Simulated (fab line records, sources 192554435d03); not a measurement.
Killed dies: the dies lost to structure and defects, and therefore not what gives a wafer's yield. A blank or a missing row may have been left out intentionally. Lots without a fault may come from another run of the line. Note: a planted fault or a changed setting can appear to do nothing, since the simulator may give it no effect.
fab line records    flow n5Finfet
[record] lots = 7  wafers = 39
route steps=1938 shown DUMMY_GATE@228 HKMG_FIN@438 MOL_CONTACT_COAG@615
startH: start of the lot's first displayed wafer, in hours after the record's first day    waitH: time in hours since the lot's previous step    " same as the row above    L1.1+2: several wafers, shown together as one row    - either no value or no given start    * or withheld: withheld    < > ~ a bound
route shown NAME@n: names a module that has steps shown in the file, with the first one's number in the route    usual: mean/standard deviation taken from wafers without a fault    same: alike in all rows    chamber/n: place in a boat    sites: readings site by site    _std_site: standard deviation across them    _edge_site: mean of outer sites minus mean of inner sites    radiusMm: how far each site lies from the wafer's centre    mask NAME#n: copy n    behind: the tool/chamber that last shaped the wafer    hold: what put the lot on hold/how long, in hours/how the hold closed    device: which transistor (n, p or np) failed to switch    end of line: tests of these same wafers at the route's end    step lacking rows: just its recipe    killed: dies that structure and defects cost at the first sort, which is not the same as the wafer's yield    map: a wafer's dies, marking killed ones x, the rest . and places with no die _
set.NAME: the run value of the setting; set.NAME@STEP: its run value at that earlier step    model.NAME: the simulator's own value behind a step, which no gauge read
lots run with intentionally changed settings; tables by step, rows by wafer
[[steps]]
[step N5_DUMMY_GATE_EXPOSE_12]
[recipe] maskId = GATE  na = 0.33  sourceShape = annular  sigmaInner = 0.2  sigmaOuter = 0.6  polarization = unpolarized  targetCdNm = 25  doseMj = 34
lot.wafer         tool           chamber  startH  waitH  mask    set.doseMj
L076.1+5+6        euvScanner-01  0        58.85   -      GATE#0  34
L076.2+3+4        "              0        "       "      GATE#0  32.73
L079.1+2+4        euvScanner-01  0        75.64   -      GATE#0  34
L082.1+2+5        euvScanner-01  0        95.40   -      GATE#0  34
L082.3+4+6        "              0        "       "      GATE#0  32.93
L088.1+2+3+4+5+6  euvScanner-01  0        132.12  -      GATE#0  34
L090.1+2+3+4+5+6  euvScanner-01  0        146.18  -      GATE#0  34
L091.1+5+6        euvScanner-01  0        148.65  -      GATE#0  34
L091.2+3+4        "              0        "       "      GATE#0  36.06
L095.1+2+3+4+5+6  euvScanner-02  0        174.74  -      GATE#0  34
[step N5_DUMMY_GATE_PEB_13]
[recipe] pebTempC = 100  pebTimeS = 60  resist = CAR-EUV
[step N5_DUMMY_GATE_DEVELOP_14]
[recipe] developTimeS = 30  developer = TMAH  resist = CAR-EUV  rinseLiquid = surfactantRinse  dry = airSpin  devTempC = 23
[step N5_DUMMY_GATE_STRIP_38]
[recipe] chemistry = N2/H2  tempC = 40  n2FlowSccm = 200  h2FlowSccm = 200  rfFrequencyHz = 6e+07
[step N5_DUMMY_GATE_STRIP_39]
[recipe] chemistry = N2/H2  tempC = 40  n2FlowSccm = 200  h2FlowSccm = 200  rfFrequencyHz = 6e+07
[step N5_DUMMY_GATE_TRIM_49]
[recipe] chemistry = O2  resist = SOC  timeS = 29  targetCdNm = 14  sourcePowerW = 300  biasPowerW = 0  O2_flow_sccm = 100  tempC = 20
lot.wafer       tool      chamber    startH  waitH  set.doseMj@DUMMY_GATE_EXPOSE_12  model.DUMMY_GATE.cdNm
L076.1          rieSi-02  1          59.48   0.0    34                               14
L076.2+4        "         0,2        "       "      32.73                            14.6
L076.3          "         3          "       "      32.73                            15
L076.5          "         3          "       "      34                               14.4
L076.6          "         0          "       "      34                               13.8
L079.1          rieSi-05  1          76.13   0.0    34                               14.4
L079.2          "         0          "       "      34                               14
L079.4          "         3          "       "      34                               13.8
L082.1+2        rieSi-02  3,2        96.22   0.0    34                               14.4
L082.3+4+6      "         1,0,2      "       "      32.93                            14.8
L082.5          "         1          "       "      34                               14.2
L088.1+2        rieSi-05  1,2        132.60  0.0    34                               14.2
L088.3+4+5      "         0,3,0      "       "      34                               14
L088.6          "         3          "       "      34                               13.8
L090.1+6        rieSi-02  3          146.67  0.0    34                               14.2
L090.2+3+5      "         2,1,2      "       "      34                               14
L090.4          "         0          "       "      34                               14.4
L091.1+5+6      rieSi-02  2,1,0      149.56  0.0    34                               14.2
L091.2+3+4      "         0,1,3      "       "      36.06                            13.2
L095.1+2+3+4+5  rieSi-02  1,0,3,2,1  175.46  0.0    34                               14
L095.6          "         2          "       "      34                               14.2
[step N5_DUMMY_GATE_ETCH_32]
[recipe] chemistry = CF4  target = SiO2  targetDepthA = 35  timeS = 3.9  ionEnergyEv = 350  pressureMtorr = 10  icpW = 800  biasW = 400  cf4FlowSccm = 80
lot.wafer  tool      chamber  startH  waitH  set.timeS  model.etch.depthNm
L076.1     rieSi-04  2        59.92   0.1    3.9        3.5
L076.2     "         0        "       "      3.9        3.556
L076.3     "         1        "       "      3.466      3.08
L076.4     "         3        "       "      3.9        3.47
L076.5     "         3        "       "      3.466      3.105
L076.6     "         0        "       "      3.466      3.153
L079.1     rieSi-04  1        76.57   0.1    3.9        3.446
L079.2     "         3        "       "      3.9        3.455
L079.4     "         2        "       "      3.9        3.479
L082.1     rieSi-05  2        97.10   0.1    3.9        3.457
L082.2     "         0        "       "      3.9        3.496
L082.3     "         3        "       "      3.9        3.568
L082.4     "         1        "       "      3.9        3.42
L082.5     "         0        "       "      3.9        3.458
L082.6     "         1        "       "      3.9        3.411
L088.1     rieSi-02  1        133.04  0.1    3.9        3.459
L088.2     "         0        "       "      3.9        3.446
L088.3     "         2        "       "      3.477      3.105
L088.4     "         2        "       "      3.477      3.121
L088.5     "         1        "       "      3.9        3.468
L088.6     "         0        "       "      3.477      3.075
L090.1     rieSi-05  2        147.11  0.1    3.9        3.503
L090.2     "         3        "       "      3.9        3.588
L090.3     "         1        "       "      3.9        3.445
L090.4     "         0        "       "      3.9        3.477
L090.5     "         1        "       "      3.9        3.413
L090.6     "         0        "       "      3.9        3.506
L091.1     rieSi-05  1        150.00  0.1    3.9        3.431
L091.2     "         3        "       "      3.358      3.074
L091.3     "         0        "       "      3.9        3.484
L091.4     "         2        "       "      3.358      3.02
L091.5     "         1        "       "      3.9        3.437
L091.6     "         0        "       "      3.358      3.002
L095.1     rieSi-02  2        175.99  0.1    3.15       2.807
L095.2     "         3        "       "      3.9        3.454
L095.3     "         0        "       "      3.9        3.404
L095.4     "         1        "       "      3.15       2.774
L095.5     "         2        "       "      3.15       2.81
L095.6     "         3        "       "      3.9        3.434
[step N5_HKMG_FIN_ETCH_35]
[recipe] chemistry = N2/H2  target = SOC  targetDepthA = 2158  ionEnergyEv = 65  biasW = 5  sourceW = 3000  timeS = 243.4  pressureMtorr = 30  n2FlowSccm = 200  h2FlowSccm = 200
[usual] rfVppV = 141.4/1.2
lot.wafer  tool        chamber  startH  waitH  set.sourceW  rfVppV  model.SOC_of_HKMG_FIN_COAT_29.thkNm  model.etch.depthNm  model.HKMG_FIN.featureDepthNm
L076.1     rieDiel-05  3        87.01   0.0    3000         140.5   87.4                                 213.8               213.8
L076.2     "           0        "       "      3000         139.0   86.2                                 213.8               213.8
L076.3     "           1        "       "      3000         140.7   87.4                                 211.9               211.8
L076.4     "           2        "       "      3000         140.0   83                                   216.9               216.8
L076.5     "           3        "       "      3000         140.0   88.2                                 211.9               211.8
L076.6     "           0        "       "      3000         140.8   87.6                                 213                 213
L079.1     rieDiel-03  3        105.58  0.0    3000         142.5   81.4                                 217.9               217.8
L079.2     "           0        "       "      3000         139.7   84                                   214.7               214.6
L079.4     "           1        "       "      3000         142.3   88.4                                 211.1               211
L082.1     rieDiel-03  1        131.09  0.0    3000         141.4   87.2                                 212.2               212.2
L082.2     "           2        "       "      3000         139.3   85.4                                 214                 214
L082.3     "           0        "       "      3000         143.0   85.2                                 215.1               215.2
L082.4     "           3        "       "      3000         144.4   81.8                                 217.9               218
L082.5     "           1        "       "      3000         141.3   88.4                                 211.8               211.8
L082.6     "           0        "       "      3000         141.7   85.8                                 214.8               214.8
L088.1     rieDiel-03  0        165.16  0.0    3000         140.9   88.4                                 214.2               214.2
L088.2     "           3        "       "      3327         135.1   65.6                                 236.4               236.4
L088.3     "           2        "       "      3000         139.7   87.8                                 213.7               213.8
L088.4     "           1        "       "      3327         137.8   59.6                                 241.9               242
L088.5     "           1        "       "      3327         136.5   62.2                                 239.9               239.8
L088.6     "           0        "       "      3000         142.9   87.4                                 214.4               214.4
L090.1     rieDiel-03  1        177.85  0.0    3208         140.0   65.6                                 234.4               234.4
L090.2     "           0        "       "      3000         140.3   84.8                                 215.7               215.6
L090.3     "           2        "       "      3000         139.4   86.6                                 214.3               214.2
L090.4     "           3        "       "      3000         142.3   80.2                                 220.4               220.4
L090.5     "           1        "       "      3208         138.9   65.2                                 234.6               234.6
L090.6     "           2        "       "      3208         135.7   73.2                                 227.9               227.8
L091.1     rieDiel-05  0        180.79  0.0    3000         141.6   85.6                                 214.5               214.4
L091.2     "           1        "       "      3000         141.0   87.8                                 211.8               211.8
L091.3     "           3        "       "      3498         133.2   55.6                                 243                 243
L091.4     "           1        "       "      3000         140.7   87                                   212.2               212.2
L091.5     "           3        "       "      3498         133.2   59.6                                 241.1               241
L091.6     "           0        "       "      3498         132.6   56.4                                 243.1               243
L095.1     rieDiel-05  0        206.06  0.0    2431         151.4   121                                  179                 179
L095.2     "           2        "       "      2431         154.1   113.8                                185.9               185.8
L095.3     "           3        "       "      2431         154.0   116.6                                183.1               183
L095.4     "           1        "       "      3000         141.2   86.6                                 213.1               213
L095.5     "           3        "       "      3000         143.3   82.2                                 218                 218
L095.6     "           2        "       "      3000         142.2   78.4                                 221.1               221.2
[step N5_MOL_CONTACT_COAG_VIA_ETCH_117]
[recipe] chemistry = C4F6/O2  targetDepthA = 400  overetchA = 80  maskMaterial = SOC  target = SiO2  biasW = 455  pressureMtorr = 10  timeS = 26  sourceW = 325  Ar_flow_sccm = 300  C4F6_flow_sccm = 10  O2_flow_sccm = 10  ionEnergyEv = 575.3  ends = endPoint
lot.wafer     tool        chamber  startH  waitH  set.targetDepthA  model.SOC_of_MOL_CONTACT_COAG_COAT_62.thkNm
L076.1+3+4    rieDiel-03  0,2,2    110.81  0.0    400               51.4
L076.2+6      "           1        "       "      400               51.8
L076.5        "           0        "       "      400               51.6
L079.1        rieDiel-06  1        130.65  0.0    400               51.4
L079.2+4      "           2,0      "       "      400               51.6
L082.1+3      rieDiel-06  3,0      159.35  0.0    351               52.2
L082.2+4+5    "           1,0,3    "       "      400               51.4
L082.6        "           1        "       "      351               52
L088.1+4      rieDiel-05  1,2      191.34  0.0    358               52
L088.2+3      "           2,0      "       "      400               51.4
L088.5        "           0        "       "      358               52.2
L088.6        "           1        "       "      400               51.6
L090.1+2      rieDiel-06  3,0      202.16  0.0    400               51.6
L090.3+5      "           2,1      "       "      441.5             50.8
L090.4        "           1        "       "      400               51.4
L090.6        "           0        "       "      441.5             51.2
L091.1        rieDiel-05  3        210.68  0.0    400               51.6
L091.2        "           2        "       "      434               51
L091.3        "           0        "       "      434               51.2
L091.4        "           1        "       "      434               51.4
L091.5        "           1        "       "      400               51.8
L091.6        "           2        "       "      400               51.4
L095.1+3+4+6  rieDiel-03  3,0,1,0  231.19  0.0    400               51.6
L095.2        "           2        "       "      400               51.4
L095.5        "           3        "       "      400               51.8
[step N5_MOL_CONTACT_COAG_ETCH_124]
[recipe] chemistry = CH3F/O2  target = SiNx  targetDepthA = 65  maskMaterial = SOC  stopOn = SiOC  overEtchFrac = 0.3  ionEnergyEv = 120  pressureMtorr = 30  sourceW = 395  biasW = 73  Ar_flow_sccm = 150  CH3F_flow_sccm = 30  O2_flow_sccm = 20  ends = endPoint
lot.wafer  tool        chamber  startH  waitH  set.targetDepthA@MOL_CONTACT_COAG_VIA_ETCH_117  model.etch.depthNm
L076.1     rieDiel-03  0        110.84  0.0    400                                             4.974
L076.2+3   "           1,2      "       "      400                                             4.981
L076.4     "           2        "       "      400                                             4.98
L076.5     "           0        "       "      400                                             4.978
L076.6     "           1        "       "      400                                             4.997
L079.1     rieDiel-06  1        130.68  0.0    400                                             4.992
L079.2     "           2        "       "      400                                             5.01
L079.4     "           0        "       "      400                                             5.013
L082.1     rieDiel-06  3        159.38  0.0    351                                             4.967
L082.2     "           1        "       "      400                                             4.99
L082.3     "           0        "       "      351                                             4.983
L082.4     "           0        "       "      400                                             4.958
L082.5     "           3        "       "      400                                             4.979
L082.6     "           1        "       "      351                                             4.97
L088.1     rieDiel-05  1        191.37  0.0    358                                             5.014
L088.2     "           2        "       "      400                                             4.987
L088.3     "           0        "       "      400                                             5.018
L088.4     "           2        "       "      358                                             5.035
L088.5     "           0        "       "      358                                             5.04
L088.6     "           1        "       "      400                                             5.003
L090.1     rieDiel-06  3        202.19  0.0    400                                             5.008
L090.2     "           0        "       "      400                                             4.989
L090.3+6   "           2,0      "       "      441.5                                           4.727
L090.4     "           1        "       "      400                                             5.013
L090.5     "           1        "       "      441.5                                           4.729
L091.1     rieDiel-05  3        210.71  0.0    400                                             5.001
L091.2     "           2        "       "      434                                             4.787
L091.3     "           0        "       "      434                                             4.789
L091.4     "           1        "       "      434                                             4.784
L091.5     "           1        "       "      400                                             5.008
L091.6     "           2        "       "      400                                             4.99
L095.1     rieDiel-03  3        231.22  0.0    400                                             4.958
L095.2     "           2        "       "      400                                             4.974
L095.3     "           0        "       "      400                                             4.995
L095.4     "           1        "       "      400                                             4.982
L095.5     "           3        "       "      400                                             5.003
L095.6     "           0        "       "      400                                             4.996
[[key]]
[split] step = N5_DUMMY_GATE_EXPOSE_12  setting = doseMj  stated = 34  by = wafer
[response] step = N5_DUMMY_GATE_TRIM_49  reading = model.DUMMY_GATE.cdNm  change = -0.165  per = 1%  r = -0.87
[split] step = N5_DUMMY_GATE_ETCH_32  setting = timeS  stated = 3.9  by = wafer
[response] step = N5_DUMMY_GATE_ETCH_32  reading = model.etch.depthNm  change = +0.0327  per = 1%  r = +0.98
[split] step = N5_HKMG_FIN_ETCH_35  setting = sourceW  stated = 3000  by = wafer
[response] step = N5_HKMG_FIN_ETCH_35  reading = rfVppV  change = -0.511  per = 1%  r = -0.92
[response] step = N5_HKMG_FIN_ETCH_35  reading = model.SOC_of_HKMG_FIN_COAT_29.thkNm  change = -1.92  per = 1%  r = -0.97
[response] step = N5_HKMG_FIN_ETCH_35  reading = model.etch.depthNm  change = +1.91  per = 1%  r = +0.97
[response] step = N5_HKMG_FIN_ETCH_35  reading = model.HKMG_FIN.featureDepthNm  change = +1.91  per = 1%  r = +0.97
[split] step = N5_MOL_CONTACT_COAG_VIA_ETCH_117  setting = targetDepthA  stated = 400  by = wafer
[response] step = N5_MOL_CONTACT_COAG_VIA_ETCH_117  reading = model.SOC_of_MOL_CONTACT_COAG_COAT_62.thkNm  change = -0.0566  per = 1%  r = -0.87
[response] step = N5_MOL_CONTACT_COAG_ETCH_124  reading = model.etch.depthNm  shape = bent  atLowest = 4.973  atStated = 4.991  atHighest = 4.728
